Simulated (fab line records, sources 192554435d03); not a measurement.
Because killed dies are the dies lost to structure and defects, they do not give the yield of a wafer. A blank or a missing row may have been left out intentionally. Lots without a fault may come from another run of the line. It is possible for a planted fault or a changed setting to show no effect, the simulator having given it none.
Check of tool commonality :: flow n5_finfet :: 11 lots, 30 wafers sampled

## REASON FOR OPENING
At N5_MOL_CONTACT_COAG_CD_MEAS_84 the reading cd_nm is flagged on 2 of 11 lots. Fault-free wafers read 25.1 nm, with a standard deviation of 0.34.
Rule: a lot is flagged in two cases, either no wafer of it has a number, or all its wafers with numbers fall more than 4 standard deviations from that mean. As for the other lots, they are considered sound.

lot: L995
measured: day 5 04:37
on: cd_sem-01
cd_nm (nm), wafer by wafer: 25.1 25.6 25.2
flag: 

lot: L998
measured: day 5 23:32
on: cd_sem-02
cd_nm (nm), wafer by wafer: 25.1 25.5 25.1
flag: 

lot: L999
measured: day 5 23:49
on: cd_sem-01
cd_nm (nm), wafer by wafer: 25.1 24.9
flag: 

lot: L100
measured: day 6 10:17
on: cd_sem-01
cd_nm (nm), wafer by wafer: 25.4 25.5
flag: 

lot: L104
measured: day 7 08:21
on: cd_sem-03
cd_nm (nm), wafer by wafer: 24.7 25.5 24.7
flag: 

lot: L106
measured: day 7 20:04
on: cd_sem-02
cd_nm (nm), wafer by wafer: 24.6 24.4 24.8
flag: 

lot: L107
measured: day 8 01:32
on: cd_sem-03
cd_nm (nm), wafer by wafer: 24.6 24.8
flag: 

lot: L109
measured: day 8 15:43
on: cd_sem-02
cd_nm (nm), wafer by wafer: 18.4 21.1 22.2
flag: FLAGGED

lot: L110
measured: day 8 20:22
on: cd_sem-01
cd_nm (nm), wafer by wafer: 21.5 21.5 23.4
flag: FLAGGED

lot: L113
measured: day 9 11:55
on: cd_sem-03
cd_nm (nm), wafer by wafer: 25.7 25.1 25.0
flag: 

lot: L116
measured: day 10 13:05
on: cd_sem-02
cd_nm (nm), wafer by wafer: 25.2 24.7 25.3
flag: 
The mean of the flagged lots' numbers is 21.4 nm, -3.8 nm from the usual (-11 standard deviations).

## WHICH TOOL RAN EACH LOT
4 process steps preceding the reading are held in the record, out of 1938 steps in the route. Every cell lists first the tool, next ch and the chambers used by the sampled wafers, and last the start.
lot: L995
flag: 
N5_MOL_CONTACT_COAG_SIL_ANNEAL_21: rtp_anneal-01 ch 0, day 4 20:32
N5_MOL_CONTACT_COAG_ALD_27: ald_sin-01 ch 2,3, day 5 00:46
N5_MOL_CONTACT_COAG_ALD_123: ald_sin-04 ch 0,1, day 5 03:45
N5_MOL_CONTACT_COAG_EXPOSE_81: euv_scanner-01 ch 0, day 5 04:28

lot: L998
flag: 
N5_MOL_CONTACT_COAG_SIL_ANNEAL_21: rtp_anneal-01 ch 0, day 5 12:41
N5_MOL_CONTACT_COAG_ALD_27: ald_sin-01 ch 1,2,3, day 5 20:35
N5_MOL_CONTACT_COAG_ALD_123: ald_sin-03 ch 1,2,3, day 5 22:34
N5_MOL_CONTACT_COAG_EXPOSE_81: euv_scanner-01 ch 0, day 5 23:25

lot: L999
flag: 
N5_MOL_CONTACT_COAG_SIL_ANNEAL_21: rtp_anneal-02 ch 0, day 5 16:39
N5_MOL_CONTACT_COAG_ALD_27: ald_sin-04 ch 0, day 5 21:04
N5_MOL_CONTACT_COAG_ALD_123: ald_sin-04 ch 0,3, day 5 22:58
N5_MOL_CONTACT_COAG_EXPOSE_81: euv_scanner-01 ch 0, day 5 23:40

lot: L100
flag: 
N5_MOL_CONTACT_COAG_SIL_ANNEAL_21: rtp_anneal-01 ch 0, day 6 00:46
N5_MOL_CONTACT_COAG_ALD_27: ald_sin-01 ch 3, day 6 07:32
N5_MOL_CONTACT_COAG_ALD_123: ald_sin-03 ch 2,3, day 6 09:26
N5_MOL_CONTACT_COAG_EXPOSE_81: euv_scanner-01 ch 0, day 6 10:08

lot: L104
flag: 
N5_MOL_CONTACT_COAG_SIL_ANNEAL_21: rtp_anneal-02 ch 0, day 7 01:35
N5_MOL_CONTACT_COAG_ALD_27: ald_sin-04 ch 0,3, day 7 05:37
N5_MOL_CONTACT_COAG_ALD_123: ald_sin-03 ch 0,1,3, day 7 07:31
N5_MOL_CONTACT_COAG_EXPOSE_81: euv_scanner-01 ch 0, day 7 08:13

lot: L106
flag: 
N5_MOL_CONTACT_COAG_SIL_ANNEAL_21: rtp_anneal-01 ch 0, day 7 11:55
N5_MOL_CONTACT_COAG_ALD_27: ald_sin-03 ch 1,2, day 7 17:19
N5_MOL_CONTACT_COAG_ALD_123: ald_sin-01 ch 0,1, day 7 19:13
N5_MOL_CONTACT_COAG_EXPOSE_81: euv_scanner-02 ch 0, day 7 19:56

lot: L107
flag: 
N5_MOL_CONTACT_COAG_SIL_ANNEAL_21: rtp_anneal-02 ch 0, day 7 16:03
N5_MOL_CONTACT_COAG_ALD_27: ald_sin-03 ch 3, day 7 22:48
N5_MOL_CONTACT_COAG_ALD_123: ald_sin-01 ch 2, day 8 00:42
N5_MOL_CONTACT_COAG_EXPOSE_81: euv_scanner-02 ch 0, day 8 01:24

lot: L109
flag: FLAGGED
N5_MOL_CONTACT_COAG_SIL_ANNEAL_21: rtp_anneal-01 ch 0, day 8 07:16
N5_MOL_CONTACT_COAG_ALD_27: ald_sin-01 ch 0,1,2, day 8 12:26
N5_MOL_CONTACT_COAG_ALD_123: ald_sin-04 ch 2,3, day 8 14:51
N5_MOL_CONTACT_COAG_EXPOSE_81: euv_scanner-01 ch 0, day 8 15:34

lot: L110
flag: FLAGGED
N5_MOL_CONTACT_COAG_SIL_ANNEAL_21: rtp_anneal-01 ch 0, day 8 11:59
N5_MOL_CONTACT_COAG_ALD_27: ald_sin-01 ch 1,3, day 8 17:23
N5_MOL_CONTACT_COAG_ALD_123: ald_sin-04 ch 0,2,3, day 8 19:32
N5_MOL_CONTACT_COAG_EXPOSE_81: euv_scanner-01 ch 0, day 8 20:14

lot: L113
flag: 
N5_MOL_CONTACT_COAG_SIL_ANNEAL_21: rtp_anneal-01 ch 0, day 9 04:55
N5_MOL_CONTACT_COAG_ALD_27: ald_sin-04 ch 2,3, day 9 09:10
N5_MOL_CONTACT_COAG_ALD_123: ald_sin-04 ch 0,2,3, day 9 11:04
N5_MOL_CONTACT_COAG_EXPOSE_81: euv_scanner-02 ch 0, day 9 11:46

lot: L116
flag: 
N5_MOL_CONTACT_COAG_SIL_ANNEAL_21: rtp_anneal-01 ch 0, day 10 05:22
N5_MOL_CONTACT_COAG_ALD_27: ald_sin-03 ch 0,2,3, day 10 10:53
N5_MOL_CONTACT_COAG_ALD_123: ald_sin-01 ch 0,1,2, day 10 12:01
N5_MOL_CONTACT_COAG_EXPOSE_81: euv_scanner-02 ch 0, day 10 12:58
What is done by these steps:
- N5_MOL_CONTACT_COAG_SIL_ANNEAL_21: time 60 s.
- N5_MOL_CONTACT_COAG_ALD_27: deposits SiOC, target thk 17 nm, pulse time 1.5 s, time 2720 s.
- N5_MOL_CONTACT_COAG_ALD_123: deposits SiNx, target thk 5 nm, pulse time 1 s, purge time 2 s.
- N5_MOL_CONTACT_COAG_EXPOSE_81: exposes mask VG, defocus 0 nm.
- N5_MOL_CONTACT_COAG_CD_MEAS_84: target cd 25.1 nm.

## FLAGGED AGAINST TOTAL, ONE TOOL AT A TIME (gauges that did the reading follow at the end)
step: N5_MOL_CONTACT_COAG_SIL_ANNEAL_21
tool: rtp_anneal-01
lots run: 8
flagged: 2
share of the flagged lots: all
sound lots run after its first flagged lot: 2 (L113,L116)

step: N5_MOL_CONTACT_COAG_SIL_ANNEAL_21
tool: rtp_anneal-02
lots run: 3
flagged: 0
share of the flagged lots: none
sound lots run after its first flagged lot: -

step: N5_MOL_CONTACT_COAG_ALD_27
tool: ald_sin-01
lots run: 5
flagged: 2
share of the flagged lots: all
sound lots run after its first flagged lot: 0

step: N5_MOL_CONTACT_COAG_ALD_27
tool: ald_sin-03
lots run: 3
flagged: 0
share of the flagged lots: none
sound lots run after its first flagged lot: -

step: N5_MOL_CONTACT_COAG_ALD_27
tool: ald_sin-04
lots run: 3
flagged: 0
share of the flagged lots: none
sound lots run after its first flagged lot: -

step: N5_MOL_CONTACT_COAG_ALD_123
tool: ald_sin-01
lots run: 3
flagged: 0
share of the flagged lots: none
sound lots run after its first flagged lot: -

step: N5_MOL_CONTACT_COAG_ALD_123
tool: ald_sin-03
lots run: 3
flagged: 0
share of the flagged lots: none
sound lots run after its first flagged lot: -

step: N5_MOL_CONTACT_COAG_ALD_123
tool: ald_sin-04
lots run: 5
flagged: 2
share of the flagged lots: all
sound lots run after its first flagged lot: 1 (L113)

step: N5_MOL_CONTACT_COAG_EXPOSE_81
tool: euv_scanner-01
lots run: 7
flagged: 2
share of the flagged lots: all
sound lots run after its first flagged lot: 0

step: N5_MOL_CONTACT_COAG_EXPOSE_81
tool: euv_scanner-02
lots run: 4
flagged: 0
share of the flagged lots: none
sound lots run after its first flagged lot: -

step: N5_MOL_CONTACT_COAG_CD_MEAS_84
tool: cd_sem-01
lots run: 4
flagged: 1
share of the flagged lots: some
sound lots run after its first flagged lot: 0

step: N5_MOL_CONTACT_COAG_CD_MEAS_84
tool: cd_sem-02
lots run: 4
flagged: 1
share of the flagged lots: some
sound lots run after its first flagged lot: 1 (L116)

step: N5_MOL_CONTACT_COAG_CD_MEAS_84
tool: cd_sem-03
lots run: 3
flagged: 0
share of the flagged lots: none
sound lots run after its first flagged lot: -

## WHAT THE TABLE ALLOWS
4 rows of the table ran every flagged lot: rtp_anneal-01 at N5_MOL_CONTACT_COAG_SIL_ANNEAL_21, ald_sin-01 at N5_MOL_CONTACT_COAG_ALD_27, ald_sin-04 at N5_MOL_CONTACT_COAG_ALD_123, euv_scanner-01 at N5_MOL_CONTACT_COAG_EXPOSE_81.
- rtp_anneal-01 at N5_MOL_CONTACT_COAG_SIL_ANNEAL_21 ran 8 lots, 2 of them flagged. Sound lots ran on it after the first flagged one (L113, L116), which a lasting fault on the whole tool wouldn't allow.
- ald_sin-01 at N5_MOL_CONTACT_COAG_ALD_27 ran 5 lots, 2 of them flagged. It ran its last sound lot, L100, at day 6 07:32 and its first flagged lot, L109, at day 8 12:26: a fault with its onset between the two fits.
- ald_sin-04 at N5_MOL_CONTACT_COAG_ALD_123 ran 5 lots, 2 of them flagged. Sound lots ran on it after the first flagged one (L113), which a lasting fault on the whole tool wouldn't allow.
- euv_scanner-01 at N5_MOL_CONTACT_COAG_EXPOSE_81 ran 7 lots, 2 of them flagged. It ran its last sound lot, L104, at day 7 08:13 and its first flagged lot, L109, at day 8 15:34: a fault with its onset between the two fits. Its own readings lie more than 4 standard deviations out on every wafer of the flagged lots: exposure_dose_mJ_cm2.
Because each of these 2 tools fits a fault that began at some hour, counting lots does not separate them. More lots, or a look at what each step does to the wafer, might.

## WHAT THE SIMULATOR HAD PUT IN
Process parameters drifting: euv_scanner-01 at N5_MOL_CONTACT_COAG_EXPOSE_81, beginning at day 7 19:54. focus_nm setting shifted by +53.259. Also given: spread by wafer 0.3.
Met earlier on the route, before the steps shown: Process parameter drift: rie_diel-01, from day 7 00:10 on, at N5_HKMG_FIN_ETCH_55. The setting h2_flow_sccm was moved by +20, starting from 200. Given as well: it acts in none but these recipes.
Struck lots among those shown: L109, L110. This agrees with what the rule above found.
